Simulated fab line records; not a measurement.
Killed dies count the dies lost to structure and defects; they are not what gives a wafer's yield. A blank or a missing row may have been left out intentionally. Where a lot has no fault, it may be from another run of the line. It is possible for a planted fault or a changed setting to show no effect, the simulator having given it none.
Matching of chambers    flow n5 finfet    N5_FIN_SAQP_SPACER1_ETCHBACK_25 on rie diel-04: 4 sister chambers
The step etches SiO2 in CHF3/O2, target depth 24.4 nm, time 12.2 s. 8 wafers are shown with their chamber, then 9 later ones without.

EACH WAFER AND ITS CHAMBER
wafer   chamber  drypump motor current A (A)  showerhead plenum p Torr (Torr)
L076.6  0        4.7                          2.46
L077.1  1        5.9                          2.51
L077.5  1        5.9                          2.50
L085.3  3        5.8                          2.33
L085.5  2        5.8                          2.45
L089.1  3        5.8                          2.32
L089.2  2        5.8                          2.45
L089.3  0        4.8                          2.45

WAFERS WITHOUT THEIR CHAMBER
wafer   drypump motor current A (A)  showerhead plenum p Torr (Torr)
L090.3  5.8                          2.45
L090.4  4.8                          2.45
L090.6  5.8                          2.32
L095.2  5.9                          2.49
L095.3  5.8                          2.45
L095.4  5.8                          2.32
L097.1  4.8                          2.44
L097.2  5.8                          2.32
L097.3  5.9                          2.49

WHICH CHAMBER EACH ONE RAN IN
wafer   from the rows above  in truth
L090.3  2                    2
L090.4  0                    0
L090.6  3                    3
L095.2  1                    1
L095.3  2                    2
L095.4  3                    3
L097.1  0                    0
L097.2  3                    3
L097.3  1                    1
Correct placement for 9 of the 9. From these rows, 0 cannot be placed. 0 placed wrongly.
How it was worked out, from the rows above alone: a wafer's distance from a chamber is the root of the sum, over the readings, of the square of ((its reading less the chamber's mean) divided by the reading's scatter). If the next closest chamber is less than 2 further off than the closest, the wafer can't be placed; otherwise it belongs to the closest. Each chamber's mean is taken over the wafers shown for it. How the scatter is found: for the shown wafers, subtract from each reading the mean of its chamber, square and add these, divide the total by (wafers less chambers), then take the root.
